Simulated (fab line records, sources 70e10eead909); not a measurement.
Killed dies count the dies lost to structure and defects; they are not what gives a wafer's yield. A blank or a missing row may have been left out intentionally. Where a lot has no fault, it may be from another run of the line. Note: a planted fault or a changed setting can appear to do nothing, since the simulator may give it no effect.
fab line records    flow nandHarc
record: lots: 14  wafers: 42  lastDay: 30
route steps=1302 shown A_CHANNEL_HOLE_D1@489 A_CHANNEL_FILL_D1@492 A_ONON_D2@545
lots that met no fault: taken from a fault-free run of the same line
startH: start of the lot's first displayed wafer, in hours after the record's first day    waitH: how many hours have passed since the lot's step before this one    " same as the row above    L1.1+2: one row covering several wafers at once    - no value, or no start was given    * or withheld: withheld    < > ~ a bound
route shown NAME@n: names a module that has steps shown in the file, with the first one's number in the route    usual: average and standard deviation across the fault-free wafers    same: alike in all rows    chamber/n: place in a boat    sites: per-site readings    _std_site: the standard deviation of these    _edge_site: outer sites' mean less inner sites'    radiusMm: how far each site lies from the wafer's centre    mask NAME#n: copy n    behind: the most recent tool/chamber to have shaped the wafer    hold: what put the lot on hold/how long, in hours/how the hold closed    device: the n, p or np transistor that did not switch    end of line: the route-end tests of the same wafers    for a step that has no rows: nothing shown but its recipe    killed: dies lost to structure and defects at the first sort, not the wafer's yield    map: shows each die of a wafer: x if killed, . if not, _ if none is there
set.NAME: the setting as run; set.NAME@STEP: as run at that earlier step    model.NAME: the simulator's own value behind a step, which no gauge read
a sample of lots followed through the steps of the route, with each step as a table and each wafer as a row
services: the hour from which a tool's chamber was out of use, counted from the record's first day as startH (under 0 if before that day), plus the number of hours and why
== steps ==
step: NHARC_A_CHANNEL_HOLE_D1_INSPECT_40
usual: rawDefectCount: 73/28
lot.wafer  tool              chamber  startH  waitH  rawDefectCount
L747.1     defectInspect-01  -        190.92  -      33
L747.5     "                 -        "       "      42
L747.6     "                 -        "       "      62
L748.1     defectInspect-01  -        203.15  -      41
L748.4     "                 -        "       "      65
L748.5     "                 -        "       "      73
L750.4     defectInspect-01  -        222.70  -      48
L750.5     "                 -        "       "      71
L750.6     "                 -        "       "      64
L751.1     defectInspect-01  -        225.15  -      94
L751.3     "                 -        "       "      100
L751.6     "                 -        "       "      82
L753.3     defectInspect-01  -        259.13  -      106
L753.4     "                 -        "       "      120
L753.5     "                 -        "       "      108
L754.1     defectInspect-02  -        261.38  -      54
L754.4     "                 -        "       "      37
L754.6     "                 -        "       "      41
L755.1     defectInspect-02  -        267.96  -      129
L755.3     "                 -        "       "      115
L755.5     "                 -        "       "      93
L756.1     defectInspect-01  -        283.55  -      90
L756.2     "                 -        "       "      76
L756.6     "                 -        "       "      92
L758.3     defectInspect-01  -        308.82  -      65
L758.5     "                 -        "       "      56
L758.6     "                 -        "       "      39
L759.2     defectInspect-01  -        313.05  -      96
L759.4     "                 -        "       "      98
L759.6     "                 -        "       "      107
L760.1     defectInspect-01  -        317.19  -      92
L760.5     "                 -        "       "      101
L760.6     "                 -        "       "      95
L762.2     defectInspect-02  -        333.55  -      37
L762.3     "                 -        "       "      29
L762.5     "                 -        "       "      43
L763.2     defectInspect-01  -        348.60  -      79
L763.3     "                 -        "       "      33
L763.4     "                 -        "       "      50
L765.1     defectInspect-01  -        363.69  -      57
L765.2     "                 -        "       "      60
L765.5     "                 -        "       "      50
step: NHARC_A_CHANNEL_FILL_D1_ALD_02
recipe: targetThkA: 60  pulseTimeS: 10  aldCycles: 60  tempC: 300  material: SiO2
usual: heaterPowerW: 458/40  precursorPulseHeightRel: 1.002/0.019
same: aldCycles: 60
lot.wafer  tool      chamber  startH  waitH  heaterPowerW  precursorPulseHeightRel
L747.1     aldHk-02  2        191.19  -      429           0.993
L747.6     "         1        "       "      482           1.012
L747.5     "         2        "       "      429           0.990
L748.1     aldHk-02  2        203.49  -      415           1.000
L748.4     "         3        "       "      438           1.012
L748.5     "         1        "       "      482           0.999
L750.4     aldHk-03  2        222.96  -      367           1.010
L750.6     "         1        "       "      444           0.999
L750.5     "         2        "       "      372           1.023
L751.1     aldHk-03  1        225.37  0.1    451           0.978
L751.3     "         0        "       "      431           1.009
L751.6     "         1        "       "      445           1.019
L753.4     aldHk-02  1        259.77  -      478           1.003
L753.3     "         3        "       "      449           0.994
L753.5     "         0        "       "      451           0.997
L754.1     aldHk-02  2        261.57  -      427           0.981
L754.4     "         1        "       "      470           1.011
L754.6     "         3        "       "      440           0.987
L755.1     aldHk-02  3        268.16  -      439           1.004
L755.3     "         0        "       "      453           0.997
L755.5     "         3        "       "      453           1.007
L756.2     aldHk-02  2        283.74  -      439           0.982
L756.1     "         0        "       "      448           1.045
L756.6     "         2        "       "      429           1.022
L758.3     aldHk-02  1        309.01  -      481           0.984
L758.5     "         1        "       "      484           1.017
L758.6     "         2        "       "      428           0.964
L759.2     aldHk-02  1        313.24  -      495           0.975
L759.4     "         3        "       "      437           1.010
L759.6     "         1        "       "      484           0.994
L760.1     aldHk-02  3        317.53  -      446           0.992
L760.6     "         1        "       "      481           0.992
L760.5     "         2        "       "      428           1.012
L762.3     aldHk-02  0        333.74  -      457           1.026
L762.2     "         2        "       "      431           1.013
L762.5     "         1        "       "      481           0.959
L763.4     aldHk-01  0        348.87  -      539           0.958
L763.2     "         1        "       "      539           1.007
L763.3     "         2        "       "      468           1.044
L765.1     aldHk-02  2        364.03  -      444           1.013
L765.2     "         0        "       "      460           1.007
L765.5     "         2        "       "      440           1.005
step: NHARC_A_CHANNEL_FILL_D1_ALD_25
recipe: targetThkA: 600  pulseTimeS: 10  aldCycles: 600  tempC: 300  material: SiOx
usual: heaterPowerW: 467/49  precursorPulseHeightRel: 1.001/0.02
same: aldCycles: 600
lot.wafer  tool      chamber  startH  waitH  heaterPowerW  precursorPulseHeightRel
L747.1     aldHk-03  1        229.01  0.1    434           1.022
L747.5     "         1        231.49  2.5    447           1.024
L747.6     "         2        "       "      382           0.983
L748.1     aldHk-01  0        238.30  0.1    493           1.039
L748.4     "         2        239.53  1.3    458           0.970
L748.5     "         1        241.37  3.1    520           1.031
L751.3     aldHk-03  2        258.66  0.0    370           1.037
L751.1     "         0        259.87  1.3    431           0.995
L751.6     "         3        261.68  3.1    533           1.036
L750.4     aldHk-01  1        259.90  1.3    525           0.974
L750.5     "         3        261.14  2.5    427           1.009
L750.6     "         0        "       "      501           1.007
L754.4     aldHk-02  1        297.34  0.0    487           1.006
L754.1     "         3        298.58  1.3    441           0.981
L754.6     "         1        299.83  2.5    471           0.996
L753.3     aldHk-01  2        297.35  0.1    468           1.004
L753.4     "         3        "       "      432           1.028
L753.5     "         3        300.39  3.1    420           0.974
L755.3     aldHk-03  1        305.18  1.0    459           1.021
L755.1     "         3        306.41  2.2    534           1.015
L755.5     "         1        307.65  3.5    455           0.999
L756.1     aldHk-02  2        319.84  0.1    432           1.017
L756.2     "         3        "       "      452           0.993
L756.6     "         3        322.90  3.1    440           1.003
L758.3     aldHk-02  0        346.55  1.3    456           0.997
L758.6     "         2        347.79  2.5    426           0.972
L758.5     "         3        "       "      446           1.033
L759.4     aldHk-01  2        353.05  0.1    472           0.993
L759.2     "         1        354.90  1.9    532           1.008
L759.6     "         2        "       "      462           1.015
L760.1     aldHk-01  0        356.98  0.9    533           0.997
L760.5     "         0        359.44  3.4    534           0.991
L760.6     "         1        "       "      556           0.988
L762.3     aldHk-03  2        372.89  0.1    373           1.022
L762.2     "         0        374.13  1.3    447           0.981
L762.5     "         2        375.37  2.5    373           0.995
L763.4     aldHk-01  2        388.86  0.7    475           0.993
L763.2     "         3        "       "      437           0.998
L763.3     "         0        "       "      545           0.992
L765.1     aldHk-02  3        397.86  0.1    434           0.986
L765.2     "         2        399.70  1.9    452           1.008
L765.5     "         0        400.94  3.1    467           1.009
step: NHARC_A_ONON_D2_DEP_00
recipe: targetThkA: 10000  n2FlowSccm: 2750  n2oFlowSccm: 2000  nh3FlowSccm: 500  sih4FlowSccm: 210  tempC: 400
usual: n2oFlowSccm: 1999/5.7
lot.wafer  tool          chamber  startH  waitH  n2oFlowSccm
L747.1     pecvdOnon-02  0        279.32  0.1    1999
L747.5     "             0        "       "      1993
L747.6     "             0        "       "      2000
L748.1     pecvdOnon-02  0        284.86  0.1    2008
L748.4     "             0        "       "      1995
L748.5     "             0        "       "      2010
L751.1     pecvdOnon-03  0        307.87  0.1    2006
L751.3     "             0        "       "      2017
L751.6     "             0        "       "      1993
L750.4     pecvdOnon-02  0        308.17  0.4    2004
L750.5     "             0        "       "      2002
L750.6     "             0        "       "      2013
L754.1     pecvdOnon-03  0        342.46  0.1    1992
L754.4     "             0        "       "      1993
L754.6     "             0        "       "      1992
L753.3     pecvdOnon-01  0        342.59  0.2    2002
L753.4     "             0        "       "      1999
L753.5     "             0        "       "      1996
L755.1     pecvdOnon-03  0        348.01  0.1    1997
L755.3     "             0        "       "      1997
L755.5     "             0        "       "      1992
L756.1     pecvdOnon-03  0        363.95  0.1    2001
L756.2     "             0        "       "      2003
L756.6     "             0        "       "      2006
L758.3     pecvdOnon-03  0        389.85  0.2    1993
L758.5     "             0        "       "      1995
L758.6     "             0        "       "      1997
L760.1     pecvdOnon-01  0        411.78  0.1    1999
L760.5     "             0        "       "      1999
L760.6     "             0        "       "      1994
L759.2     pecvdOnon-02  0        411.84  0.1    1997
L759.4     "             0        "       "      1998
L759.6     "             0        "       "      2001
L762.2     pecvdOnon-02  0        421.64  0.1    2010
L762.3     "             0        "       "      1996
L762.5     "             0        "       "      2001
L763.2     pecvdOnon-02  0        431.76  0.1    2003
L763.3     "             0        "       "      2001
L763.4     "             0        "       "      2005
L765.1     pecvdOnon-02  0        447.21  0.1    2005
L765.2     "             0        "       "      1999
L765.5     "             0        "       "      2000
step: NHARC_A_ONON_D2_THK_MEAS_02
recipe: thkMeasGauge: ellipsometry
usual: thkNm: 1003/7.7
lot.wafer  tool          chamber  startH  waitH  thkNm
L747.1     filmMetro-01  -        279.83  -      1005
L747.5     "             -        "       "      1004
L747.6     "             -        "       "      1004
L748.1     filmMetro-02  -        285.37  -      995
L748.4     "             -        "       "      997
L748.5     "             -        "       "      994
L751.1     filmMetro-02  -        308.38  -      988
L751.3     "             -        "       "      987
L751.6     "             -        "       "      986
L750.4     filmMetro-02  -        308.51  -      1011
L750.5     "             -        "       "      1012
L750.6     "             -        "       "      1010
L754.1     filmMetro-02  -        342.97  -      990
L754.4     "             -        "       "      991
L754.6     "             -        "       "      991
L753.3     filmMetro-02  -        342.98  -      1010
L753.4     "             -        "       "      1011
L753.5     "             -        "       "      1011
L755.1     filmMetro-02  -        348.52  -      1000
L755.3     "             -        "       "      1000
L755.5     "             -        "       "      1001
L756.1     filmMetro-02  -        364.47  -      1000
L756.2     "             -        "       "      1000
L756.6     "             -        "       "      1000
L758.3     filmMetro-02  -        390.25  -      1010
L758.5     "             -        "       "      1009
L758.6     "             -        "       "      1010
L760.1     filmMetro-02  -        412.29  -      1001
L760.5     "             -        "       "      1001
L760.6     "             -        "       "      1000
L759.2     filmMetro-02  -        412.30  -      1016
L759.4     "             -        "       "      1017
L759.6     "             -        "       "      1015
L762.2     filmMetro-02  -        422.09  -      998
L762.3     "             -        "       "      1000
L762.5     "             -        "       "      999
L763.2     filmMetro-02  -        432.21  -      1008
L763.3     "             -        "       "      1056
L763.4     "             -        "       "      1008
L765.1     filmMetro-02  -        447.72  -      999
L765.2     "             -        "       "      999
L765.5     "             -        "       "      1046
== services ==
tool          chamber  startH  hours  kind
aldHk-02      -        170.04  10.0   pm
aldHk-02      0        170.04  10.0   ventCycle
aldHk-02      1        170.04  10.0   ventCycle
aldHk-02      2        170.04  10.0   ventCycle
aldHk-02      3        170.04  10.0   ventCycle
aldHk-02      0        180.04  -      clean
aldHk-02      1        180.04  -      clean
aldHk-02      2        180.04  -      clean
aldHk-02      3        180.04  -      clean
pecvdOnon-02  -        185.43  13.0   pm
aldHk-03      -        212.46  10.0   pm
pecvdOnon-03  -        227.00  13.0   pm
pecvdOnon-01  -        247.75  0.9    repair
pecvdOnon-01  -        269.02  13.0   pm
aldHk-01      0        300.99  10.0   ventCycle
aldHk-01      1        300.99  10.0   ventCycle
aldHk-02      0        349.02  10.0   ventCycle
aldHk-02      1        349.02  10.0   ventCycle
aldHk-02      0        359.02  -      clean
aldHk-02      1        359.02  -      clean
aldHk-02      2        359.02  -      clean
aldHk-02      3        359.02  -      clean
pecvdOnon-02  -        366.43  13.0   pm
pecvdOnon-03  -        408.00  13.0   pm
== key ==
firstSign: step: NHARC_A_ONON_D2_THK_MEAS_02  reading: thkNm  direction: up  sigmas: 6.2  usual: 1003  struck: 1051
effect none on later readings
metAt NHARC_A_ONON_D2_DEP_00
struckLots L763,L765
struckWafers L763.3,L765.5
laterRowsLeftOut L763.3,L765.5
sortLeftOut L763.3,L765.5
testerLeftOut L763,L765
notActingAt NHARC_A_CHANNEL_HOLE_D1_INSPECT_40,NHARC_A_CHANNEL_FILL_D1_ALD_02,NHARC_A_CHANNEL_FILL_D1_ALD_25
onsetBetween 421.64 431.76
fault: kind: processParameterDrift  tool: pecvdOnon-02  chamber: -  onsetH: 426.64  steps: NHARC_A_ONON_D2_DEP_00  channel: targetThkA  offset: *  shape: step  endH: 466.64  scope: struckWafersOnly  actsIn: *  stated: *
testerLeftOut: of these lots the tester's yield and bins aren't shown, on N5 and GAA mostly nor the transistor test; their killed dies are dies lost to structure and defects alone, not to doping, threshold or leakage, so they don't give the yield
sortLeftOut: the simulated sort isn't trusted on such a fault, so these wafers' sort isn't shown, and their yield isn't known
laterRowsLeftOut: the simulator's readings of these wafers behind a module that went badly wrong aren't trusted and aren't shown, but for the sort
